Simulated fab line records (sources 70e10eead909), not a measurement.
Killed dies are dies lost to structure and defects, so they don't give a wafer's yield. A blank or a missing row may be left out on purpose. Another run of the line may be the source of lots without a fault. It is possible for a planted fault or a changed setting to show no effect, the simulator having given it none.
fab line records / flow nandHarc
record lots=6 wafers=17 lastDay=33
route steps=1302 shown A_SOURCE_PLATE@414 A_ONON_D1@424
lots untouched by any fault: they come from a run of this same line in which no faults occurred
startH: the number of hours between the record's first day and the start of the first shown wafer of the lot / waitH: hours from the lot's prior step to this one / " unchanged from the row above / L1.1+2: a row that stands for several wafers / - no value present, or no start provided / * or withheld: withheld / < > ~ a bound
route shown NAME@n: a module of which the file shows steps, and the number in the route of the first / usual: mean and standard deviation over wafers with no fault / same: alike in all rows / chamber/n: place in a boat / sites: per-site readings / _std_site: standard deviation across them / _edge_site: outer sites' mean less inner sites' / radiusMm: how far each site lies from the wafer's centre / mask NAME#n: copy n / behind: tool/chamber where the wafer was last shaped / hold: why the lot was held/for how many hours/how that ended / device: the transistor (n, p or np) that didn't switch / end of line: tests run on the same wafers once the route is complete / where a step has no rows: the recipe by itself / killed: the dies lost at the first sort to structure and to defects; this is not the yield of the wafer / map: shows each die of a wafer: x if killed, . if not, _ if none is there
set.NAME: setting as actually run; set.NAME@STEP: the setting as run at that earlier step / model.NAME: the simulator's own value behind a step, which no gauge read
lots at selected steps of the route; one table per step, one row per wafer
services: from which hour (startH, from the record's first day; less than 0 if before it) a tool's chamber was out of use, for how many hours, and why
## steps
# step NHARC_A_SOURCE_PLATE_SRD_01
# step NHARC_A_SOURCE_PLATE_OXIDE_02
# recipe targetThkA=100 tempC=900 oxTimeS=1362 material=SiO2
# step NHARC_A_SOURCE_PLATE_THK_MEAS_09
# recipe thkMeasGauge=ellipsometry
# usual thkNm=9.8/1
lot.wafer=L871.1 tool=filmMetro-02 chamber=- startH=157.32 waitH=0.4 thkNm=10.4
lot.wafer=L871.3 tool=filmMetro-02 chamber=- startH=157.32 waitH=0.4 thkNm=11.9
lot.wafer=L871.4 tool=filmMetro-02 chamber=- startH=157.32 waitH=0.4 thkNm=9.5
lot.wafer=L880.3 tool=filmMetro-01 chamber=- startH=255.69 waitH=0.4 thkNm=11.1
lot.wafer=L880.4 tool=filmMetro-01 chamber=- startH=255.69 waitH=0.4 thkNm=8.3
lot.wafer=L880.5 tool=filmMetro-01 chamber=- startH=255.69 waitH=0.4 thkNm=10.9
lot.wafer=L888.1 tool=filmMetro-01 chamber=- startH=334.11 waitH=0.4 thkNm=9.4
lot.wafer=L888.2 tool=filmMetro-01 chamber=- startH=334.11 waitH=0.4 thkNm=8.1
lot.wafer=L888.5 tool=filmMetro-01 chamber=- startH=334.11 waitH=0.4 thkNm=8.7
lot.wafer=L889.1 tool=filmMetro-01 chamber=- startH=342.98 waitH=0.4 thkNm=10.3
lot.wafer=L889.3 tool=filmMetro-01 chamber=- startH=342.98 waitH=0.4 thkNm=7.6
lot.wafer=L889.6 tool=filmMetro-01 chamber=- startH=342.98 waitH=0.4 thkNm=11.1
lot.wafer=L891.1 tool=filmMetro-01 chamber=- startH=356.77 waitH=0.4 thkNm=10.2
lot.wafer=L891.4 tool=filmMetro-01 chamber=- startH=356.77 waitH=0.4 thkNm=10.3
lot.wafer=L892.1 tool=filmMetro-02 chamber=- startH=373.03 waitH=0.4 thkNm=10.7
lot.wafer=L892.2 tool=filmMetro-02 chamber=- startH=373.03 waitH=0.4 thkNm=10.7
lot.wafer=L892.3 tool=filmMetro-02 chamber=- startH=373.03 waitH=0.4 thkNm=10.3
# step NHARC_A_SOURCE_PLATE_PVD_04
# recipe targetThkA=500 material=WSi2
# step NHARC_A_SOURCE_PLATE_CVD_03
# recipe targetThkA=2000 tempC=620 pressureMtorr=200 timeS=4000 material=poly-Si
# step NHARC_A_SOURCE_PLATE_ANNEAL_05
# recipe tempC=850 timeS=1800
# step NHARC_A_SOURCE_PLATE_THK_MEAS_06
# recipe thkMeasGauge=ellipsometry
# usual thkNm=200.0/2.1
lot.wafer=L871.1 tool=filmMetro-02 chamber=- startH=171.89 waitH=0.4 thkNm=195.0
lot.wafer=L871.3 tool=filmMetro-02 chamber=- startH=171.89 waitH=0.4 thkNm=197.0
lot.wafer=L871.4 tool=filmMetro-02 chamber=- startH=171.89 waitH=0.4 thkNm=195.5
lot.wafer=L880.3 tool=filmMetro-01 chamber=- startH=269.57 waitH=0.4 thkNm=195.5
lot.wafer=L880.4 tool=filmMetro-01 chamber=- startH=269.57 waitH=0.4 thkNm=198.2
lot.wafer=L880.5 tool=filmMetro-01 chamber=- startH=269.57 waitH=0.4 thkNm=196.0
lot.wafer=L888.1 tool=filmMetro-01 chamber=- startH=350.46 waitH=0.4 thkNm=197.8
lot.wafer=L888.2 tool=filmMetro-01 chamber=- startH=350.46 waitH=0.4 thkNm=199.9
lot.wafer=L888.5 tool=filmMetro-01 chamber=- startH=350.46 waitH=0.4 thkNm=198.7
lot.wafer=L889.1 tool=filmMetro-01 chamber=- startH=355.56 waitH=0.4 thkNm=199.4
lot.wafer=L889.3 tool=filmMetro-01 chamber=- startH=355.56 waitH=0.4 thkNm=201.3
lot.wafer=L889.6 tool=filmMetro-01 chamber=- startH=355.56 waitH=0.4 thkNm=198.2
lot.wafer=L891.1 tool=filmMetro-01 chamber=- startH=369.36 waitH=0.4 thkNm=200.1
lot.wafer=L891.4 tool=filmMetro-01 chamber=- startH=369.36 waitH=0.4 thkNm=200.4
lot.wafer=L892.1 tool=filmMetro-01 chamber=- startH=385.76 waitH=0.4 thkNm=199.3
lot.wafer=L892.2 tool=filmMetro-01 chamber=- startH=385.76 waitH=0.4 thkNm=199.5
lot.wafer=L892.3 tool=filmMetro-01 chamber=- startH=385.76 waitH=0.4 thkNm=198.4
# step NHARC_A_SOURCE_PLATE_INSPECT_08
# usual rawDefectCount=57/23
lot.wafer=L871.1 tool=defectInspect-01 chamber=- startH=171.96 waitH=0.0 rawDefectCount=78
lot.wafer=L871.3 tool=defectInspect-01 chamber=- startH=171.96 waitH=0.0 rawDefectCount=111
lot.wafer=L871.4 tool=defectInspect-01 chamber=- startH=171.96 waitH=0.0 rawDefectCount=27
lot.wafer=L880.3 tool=defectInspect-02 chamber=- startH=269.63 waitH=0.0 rawDefectCount=66
lot.wafer=L880.4 tool=defectInspect-02 chamber=- startH=269.63 waitH=0.0 rawDefectCount=71
lot.wafer=L880.5 tool=defectInspect-02 chamber=- startH=269.63 waitH=0.0 rawDefectCount=107
lot.wafer=L888.1 tool=defectInspect-01 chamber=- startH=350.56 waitH=0.0 rawDefectCount=63
lot.wafer=L888.2 tool=defectInspect-01 chamber=- startH=350.56 waitH=0.0 rawDefectCount=40
lot.wafer=L888.5 tool=defectInspect-01 chamber=- startH=350.56 waitH=0.0 rawDefectCount=50
lot.wafer=L889.1 tool=defectInspect-02 chamber=- startH=355.62 waitH=0.0 rawDefectCount=41
lot.wafer=L889.3 tool=defectInspect-02 chamber=- startH=355.62 waitH=0.0 rawDefectCount=54
lot.wafer=L889.6 tool=defectInspect-02 chamber=- startH=355.62 waitH=0.0 rawDefectCount=14
lot.wafer=L891.1 tool=defectInspect-02 chamber=- startH=369.42 waitH=0.0 rawDefectCount=108
lot.wafer=L891.4 tool=defectInspect-02 chamber=- startH=369.42 waitH=0.0 rawDefectCount=63
lot.wafer=L892.1 tool=defectInspect-02 chamber=- startH=385.82 waitH=0.0 rawDefectCount=49
lot.wafer=L892.2 tool=defectInspect-02 chamber=- startH=385.82 waitH=0.0 rawDefectCount=29
lot.wafer=L892.3 tool=defectInspect-02 chamber=- startH=385.82 waitH=0.0 rawDefectCount=47
# step NHARC_A_ONON_D1_DEP_00
# recipe targetThkA=10000 n2FlowSccm=2750 n2oFlowSccm=2000 nh3FlowSccm=500 sih4FlowSccm=210 tempC=400
# step NHARC_A_ONON_D1_THK_MEAS_02
# recipe thkMeasGauge=ellipsometry
# usual thkNm=1001/8.3
lot.wafer=L871.1 tool=filmMetro-02 chamber=- startH=172.53 waitH=- thkNm=1000
lot.wafer=L871.3 tool=filmMetro-02 chamber=- startH=172.53 waitH=- thkNm=1001
lot.wafer=L871.4 tool=filmMetro-02 chamber=- startH=172.53 waitH=- thkNm=1001
lot.wafer=L880.3 tool=filmMetro-01 chamber=- startH=270.21 waitH=- thkNm=1016
lot.wafer=L880.4 tool=filmMetro-01 chamber=- startH=270.21 waitH=- thkNm=1015
lot.wafer=L880.5 tool=filmMetro-01 chamber=- startH=270.21 waitH=- thkNm=1016
lot.wafer=L888.1 tool=filmMetro-02 chamber=- startH=351.15 waitH=- thkNm=1010
lot.wafer=L888.2 tool=filmMetro-02 chamber=- startH=351.15 waitH=- thkNm=1010
lot.wafer=L888.5 tool=filmMetro-02 chamber=- startH=351.15 waitH=- thkNm=1012
lot.wafer=L889.1 tool=filmMetro-01 chamber=- startH=356.20 waitH=- thkNm=991
lot.wafer=L889.3 tool=filmMetro-01 chamber=- startH=356.20 waitH=- thkNm=994
lot.wafer=L889.6 tool=filmMetro-01 chamber=- startH=356.20 waitH=- thkNm=991
lot.wafer=L891.1 tool=filmMetro-01 chamber=- startH=370.00 waitH=- thkNm=1015
lot.wafer=L891.4 tool=filmMetro-01 chamber=- startH=370.00 waitH=- thkNm=1012
lot.wafer=L892.1 tool=filmMetro-01 chamber=- startH=386.40 waitH=- thkNm=997
lot.wafer=L892.2 tool=filmMetro-01 chamber=- startH=386.40 waitH=- thkNm=997
lot.wafer=L892.3 tool=filmMetro-01 chamber=- startH=386.40 waitH=- thkNm=997
# step NHARC_A_ONON_D1_DEP_03
# recipe targetThkA=10000 n2FlowSccm=2750 n2oFlowSccm=2000 nh3FlowSccm=500 sih4FlowSccm=210 tempC=400
lot.wafer=L871.1+3+4 tool=pecvdOnon-02 chamber=0 startH=172.58 waitH=0.1
lot.wafer=L880.3+4+5 tool=pecvdOnon-04 chamber=0 startH=270.38 waitH=0.2
lot.wafer=L888.1+2+5 tool=pecvdOnon-04 chamber=0 startH=351.20 waitH=0.1
lot.wafer=L889.1+3+6 tool=pecvdOnon-02 chamber=0 startH=356.25 waitH=0.1
lot.wafer=L891.1+4 tool=pecvdOnon-04 chamber=0 startH=370.05 waitH=0.1
lot.wafer=L892.1+2+3 tool=pecvdOnon-01 chamber=0 startH=386.46 waitH=0.1
# step NHARC_A_ONON_D1_THK_MEAS_05
# recipe thkMeasGauge=ellipsometry
# usual thkNm=999/11
lot.wafer=L871.1 tool=filmMetro-01 chamber=- startH=173.10 waitH=- thkNm=1001
lot.wafer=L871.3 tool=filmMetro-01 chamber=- startH=173.10 waitH=- thkNm=1004
lot.wafer=L871.4 tool=filmMetro-01 chamber=- startH=173.10 waitH=- thkNm=1004
lot.wafer=L880.3 tool=filmMetro-02 chamber=- startH=270.77 waitH=- thkNm=975
lot.wafer=L880.4 tool=filmMetro-02 chamber=- startH=270.77 waitH=- thkNm=978
lot.wafer=L880.5 tool=filmMetro-02 chamber=- startH=270.77 waitH=- thkNm=977
lot.wafer=L888.1 tool=filmMetro-01 chamber=- startH=351.72 waitH=- thkNm=1012
lot.wafer=L888.2 tool=filmMetro-01 chamber=- startH=351.72 waitH=- thkNm=650
lot.wafer=L888.5 tool=filmMetro-01 chamber=- startH=351.72 waitH=- thkNm=1012
lot.wafer=L889.1 tool=filmMetro-02 chamber=- startH=356.77 waitH=- thkNm=996
lot.wafer=L889.3 tool=filmMetro-02 chamber=- startH=356.77 waitH=- thkNm=996
lot.wafer=L889.6 tool=filmMetro-02 chamber=- startH=356.77 waitH=- thkNm=997
lot.wafer=L891.1 tool=filmMetro-01 chamber=- startH=370.56 waitH=- thkNm=1007
lot.wafer=L891.4 tool=filmMetro-01 chamber=- startH=370.56 waitH=- thkNm=645
lot.wafer=L892.1 tool=filmMetro-01 chamber=- startH=386.96 waitH=- thkNm=998
lot.wafer=L892.2 tool=filmMetro-01 chamber=- startH=386.96 waitH=- thkNm=1000
lot.wafer=L892.3 tool=filmMetro-01 chamber=- startH=386.96 waitH=- thkNm=999
# step NHARC_A_ONON_D1_DEP_06
# recipe targetThkA=10000 n2FlowSccm=2750 n2oFlowSccm=2000 nh3FlowSccm=500 sih4FlowSccm=210 tempC=400
## services
tool=pecvdOnon-02 chamber=- startH=185.00 hours=13.0 kind=pm
tool=pecvdOnon-01 chamber=- startH=269.50 hours=13.0 kind=pm
tool=pecvdOnon-04 chamber=- startH=311.00 hours=13.0 kind=pm
tool=pecvdOnon-02 chamber=- startH=366.17 hours=13.0 kind=pm
## key
firstSign step=NHARC_A_ONON_D1_THK_MEAS_05 reading=thkNm direction=down sigmas=33 usual=999 struck=648
effect none on later readings
metAt NHARC_A_ONON_D1_DEP_03
struckWafers L888.2,L891.4
laterRowsLeftOut L888.2,L891.4
sortLeftOut L888.2,L891.4
testerLeftOut L888,L891
onsetBetween 270.38 351.20
fault kind=processParameterDrift tool=pecvdOnon-04 chamber=- onsetH=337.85 steps=NHARC_A_ONON_D1_DEP_03 channel=targetThkA offset=* shape=step endH=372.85 scope=struckWafersOnly actsIn=* stated=*
# testerLeftOut: of these lots the tester's yield and bins aren't shown, on N5 and GAA mostly nor the transistor test; their killed dies are dies lost to structure and defects alone, not to doping, threshold or leakage, so they don't give the yield
# sortLeftOut: the simulated sort isn't trusted on such a fault, so these wafers' sort isn't shown, and their yield isn't known
# laterRowsLeftOut: the simulator's readings of these wafers behind a module that went badly wrong aren't trusted and aren't shown, but for the sort
